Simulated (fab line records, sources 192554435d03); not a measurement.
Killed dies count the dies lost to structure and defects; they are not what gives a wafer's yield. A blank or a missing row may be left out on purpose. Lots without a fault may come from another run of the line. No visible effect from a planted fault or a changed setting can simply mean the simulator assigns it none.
Which tool was responsible?	flow n5_finfet	Sampling: 24 lots, 72 wafers, 3 of 1938 route steps

## WHAT THE GAUGES READ, wafer by wafer
N5_BEOL_M12_OVL_MEAS_11.
lot	measured	on	V11_OVL (nm)
L075	day 10 23:24	overlay-01	8 4 0
L076	day 11 07:27	overlay-02	-7 0 -6
L074	day 11 08:26	overlay-01	-15 -8 -12
L077	day 11 14:26	overlay-02	-2 6 -1
L079	day 12 14:14	overlay-02	6 8 17
L078	day 12 16:40	overlay-02	-3 -3 -10
L082	day 12 21:02	overlay-02	2 5 -4
L080	day 12 21:48	overlay-01	-7 -14 -4
L081	day 12 22:59	overlay-01	-6 -5 -3
L083	day 13 09:40	overlay-02	-4 -8 -5
L085	day 13 09:59	overlay-02	-2 -4 -1
L084	day 13 10:41	overlay-01	-3 -2 -15
L087	day 14 06:12	overlay-02	9 -5 2
L086	day 14 07:23	overlay-01	-3 3 -1
L088	day 14 10:33	overlay-02	-15 -11 -2
L089	day 14 16:32	overlay-01	-10 3 -7
L090	day 15 01:23	overlay-02	-9 5 -8
L091	day 15 02:05	overlay-02	-3 3 5
L092	day 15 08:34	overlay-01	7 1 1
L095	day 15 21:42	overlay-01	-9 -7 0
L093	day 16 06:05	overlay-02	6 8 11
L096	day 16 14:13	overlay-01	-10 -6 3
L094	day 16 14:22	overlay-02	-9 2 -12
L097	day 16 23:28	overlay-02	-2 -4 -8

## TOOL THAT RAN EACH LOT (tool first, then ch and the chambers of the sampled wafers, then the start)
lot	N5_BEOL_M11_PRE_CLEAN_45	N5_BEOL_M11_DEP_56
L075	pvd_sputter-02, day 10 20:09	pecvd-03 ch 0,1, day 10 22:47
L076	pvd_sputter-03, day 11 03:33	pecvd-03 ch 0,2, day 11 06:50
L074	pvd_sputter-03, day 11 06:15	pecvd-03 ch 0,2, day 11 07:44
L077	pvd_sputter-02, day 11 12:05	pecvd-03 ch 0,2, day 11 13:50
L079	pvd_sputter-03, day 12 11:38	pecvd-03 ch 0,2, day 12 13:38
L078	pvd_sputter-02, day 12 12:41	pecvd-04 ch 0,2, day 12 14:58
L082	pvd_sputter-01, day 12 18:32	pecvd-04 ch 0,2, day 12 20:22
L080	pvd_sputter-01, day 12 18:55	pecvd-02 ch 1,2, day 12 21:02
L081	pvd_sputter-02, day 12 20:41	pecvd-04 ch 0,2, day 12 22:12
L083	pvd_sputter-01, day 13 05:40	pecvd-04 ch 0,2, day 13 09:04
L085	pvd_sputter-01, day 13 07:48	pecvd-04 ch 0,1,2, day 13 09:16
L084	pvd_sputter-03, day 13 08:06	pecvd-04 ch 1,2, day 13 09:58
L087	pvd_sputter-01, day 14 04:08	pecvd-02 ch 0,1,2, day 14 05:37
L086	pvd_sputter-03, day 14 04:56	pecvd-03 ch 1,2, day 14 06:40
L088	pvd_sputter-03, day 14 07:52	pecvd-02 ch 0,2, day 14 09:50
L089	pvd_sputter-03, day 14 14:01	pecvd-04 ch 0,1,2, day 14 15:56
L090	pvd_sputter-03, day 14 23:02	pecvd-04 ch 0,2, day 15 00:47
L091	pvd_sputter-03, day 14 23:53	pecvd-02 ch 0,1, day 15 01:29
L092	pvd_sputter-02, day 15 05:34	pecvd-04 ch 0,1,2, day 15 07:58
L095	pvd_sputter-02, day 15 19:18	pecvd-04 ch 0,2, day 15 20:59
L093	pvd_sputter-02, day 16 03:07	pecvd-04 ch 0,1,2, day 16 05:23
L096	pvd_sputter-01, day 16 12:11	pecvd-02 ch 0,1,2, day 16 13:37
L094	pvd_sputter-02, day 16 12:16	pecvd-03 ch 0,2, day 16 13:47
L097	pvd_sputter-02, day 16 18:41	pecvd-04 ch 0,1,2, day 16 22:52
- N5_BEOL_M11_PRE_CLEAN_45: time 30 s.
- N5_BEOL_M11_DEP_56: deposits SiCN from 3MS/NH3, target thk 30 nm, time 10.5 s.

## AS READ BY THE TOOLS THEMSELVES (means over the sampled wafers that have a number; for cases with no such wafer, the mark the record gives instead)
N5_BEOL_M11_PRE_CLEAN_45.
lot	tool	heater_power_w (W)
L075	pvd_sputter-02	358
L076	pvd_sputter-03	343
L074	pvd_sputter-03	322
L077	pvd_sputter-02	355
L079	pvd_sputter-03	326
L078	pvd_sputter-02	343
L082	pvd_sputter-01	319
L080	pvd_sputter-01	329
L081	pvd_sputter-02	379
L083	pvd_sputter-01	346
L085	pvd_sputter-01	337
L084	pvd_sputter-03	320
L087	pvd_sputter-01	320
L086	pvd_sputter-03	349
L088	pvd_sputter-03	319
L089	pvd_sputter-03	351
L090	pvd_sputter-03	322
L091	pvd_sputter-03	324
L092	pvd_sputter-02	360
L095	pvd_sputter-02	359
L093	pvd_sputter-02	352
L096	pvd_sputter-01	337
L094	pvd_sputter-02	358
L097	pvd_sputter-02	386

N5_BEOL_M11_DEP_56.
lot	tool	showerhead_plenum_p_Torr (Torr)	throttle_valve_pct (%)
L075	pecvd-03	4.179	18.3
L076	pecvd-03	4.173	18.3
L074	pecvd-03	4.173	18.0
L077	pecvd-03	4.160	17.5
L079	pecvd-03	4.171	18.1
L078	pecvd-04	4.135	17.2
L082	pecvd-04	4.142	17.2
L080	pecvd-02	4.203	17.8
L081	pecvd-04	4.145	17.4
L083	pecvd-04	4.141	17.2
L085	pecvd-04	4.152	17.3
L084	pecvd-04	4.154	17.0
L087	pecvd-02	4.202	18.3
L086	pecvd-03	4.157	17.6
L088	pecvd-02	4.187	18.6
L089	pecvd-04	4.149	17.3
L090	pecvd-04	4.154	17.5
L091	pecvd-02	4.189	18.8
L092	pecvd-04	4.154	17.4
L095	pecvd-04	4.147	17.4
L093	pecvd-04	4.162	17.4
L096	pecvd-02	4.197	18.4
L094	pecvd-03	4.173	18.2
L097	pecvd-04	4.151	17.4

## THE ANSWER, worked out from the rows above alone
Rule: usual is defined by the lots themselves. The widest of any qualifying gaps counts: lots, ordered by their means at a reading, are off when they make up no more than a third of the lots, leave a main group of 4 or more, and stand apart from it by 3 or more times the standard deviation of that group's means. If all means in a main group match to the digits the tables above print for the reading, that group is not used. Also off: a lot with no number at a reading for which 4 or more lots have one. Where the step has rows for the other lots, those lots are counted as sound. After the gauges, taken in route order, come the tools' own readings; for these a lot's mean is taken, as printed above. The first step at which some lot is off is used, and at that step the reading that is off furthest; a lot without a number counts as furthest.
Nothing can be told from this: no lot is off at any reading shown.

## WHAT THE SIMULATOR HAD INSERTED
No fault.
